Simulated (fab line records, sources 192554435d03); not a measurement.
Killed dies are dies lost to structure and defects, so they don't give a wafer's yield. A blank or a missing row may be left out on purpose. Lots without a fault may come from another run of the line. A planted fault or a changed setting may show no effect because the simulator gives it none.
Chamber matching | flow n5_finfet | N5_ILD0_CMP_12 on cmp-02: 4 sister chambers
The step polishes SiNx, stops on poly-Si, t overpolish 6 s, target thk 17.67 nm. 18 wafers are shown with their chamber, then 9 later ones without.

WAFERS WITH THEIR CHAMBER
wafer  | chamber | motor_current_A (A) | time_to_endpoint_s (s) | overpolish_run_s (s)
L074.2 | 2       | 8.8                 | 27.6                   | 5.989
L074.3 | 0       | 7.5                 | 24.9                   | 6.009
L074.4 | 3       | 8.2                 | 27.0                   | 6.001
L077.2 | 3       | 8.8                 | 33.5                   | 6.007
L077.3 | 0       | 7.9                 | 31.4                   | 5.990
L077.4 | 2       | 8.3                 | 30.1                   | 6.004
L081.3 | 3       | 8.6                 | 33.2                   | 5.990
L081.5 | 1       | 10.2                | 32.8                   | 6.001
L081.6 | 2       | 8.3                 | 30.6                   | 6.002
L084.1 | 1       | 10.4                | 29.2                   | 6.002
L084.2 | 2       | 8.5                 | 32.4                   | 6.005
L084.6 | 1       | 10.5                | 28.1                   | 5.999
L088.2 | 3       | 8.4                 | 31.0                   | 5.997
L088.5 | 2       | 8.7                 | 30.1                   | 6.002
L088.6 | 3       | 8.5                 | 32.4                   | 5.998
L089.1 | 1       | 9.8                 | 31.1                   | 6.005
L089.4 | 0       | 8.0                 | 31.2                   | 6.001
L089.6 | 2       | 8.4                 | 33.0                   | 6.009

SIGNATURES (means of the wafers above)
reading            | chamber 0 | chamber 1 | chamber 2 | chamber 3 | scatter within a chamber
motor_current_A    | 7.800     | 10.225    | 8.500     | 8.500     | 0.246
time_to_endpoint_s | 29.167    | 30.300    | 30.633    | 31.420    | 2.49
overpolish_run_s   | 6.00000   | 6.00175   | 6.00183   | 5.99860   | 0.00646
Rule: a wafer's distance from a chamber is the root of the sum, over the readings, of the square of ((its reading less the chamber's mean) divided by the reading's scatter). The wafer belongs to the nearest chamber; if the next one is less than 2 further off, it can't be placed. The scatter: the root of (the sum of the squares of (reading less its chamber's mean) over the shown wafers, divided by (wafers less chambers)).

WAFERS WITHOUT THEIR CHAMBER
wafer  | motor_current_A (A) | time_to_endpoint_s (s) | overpolish_run_s (s)
L090.2 | 7.5                 | 29.0                   | 5.998
L090.3 | 8.6                 | 28.8                   | 5.993
L090.6 | 10.9                | 27.1                   | 5.995
L096.1 | 9.0                 | 29.9                   | 6.008
L096.3 | 8.6                 | 28.1                   | 6.001
L096.6 | 8.6                 | 26.7                   | 6.013
L097.3 | 7.7                 | 27.1                   | 5.987
L097.4 | 10.3                | 27.5                   | 5.994
L097.6 | 7.7                 | 28.7                   | 6.008

WHICH CHAMBER EACH WENT THROUGH
wafer  | from the rows above          | in truth
L090.2 | 0                            | 0
L090.3 | can't be placed: 3 or 2      | 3
L090.6 | 1                            | 1
L096.1 | can't be placed: 2 or 3      | 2
L096.3 | can't be placed: 2 or 3      | 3
L096.6 | can't be placed: 2 or 3 or 0 | 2
L097.3 | can't be placed: 0 or 3      | 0
L097.4 | 1                            | 1
L097.6 | 0                            | 0
Placed correctly: 4 of 9. Can't be placed from these rows: 5 (the true chamber is among the candidates in 5). Placed wrongly: 0.
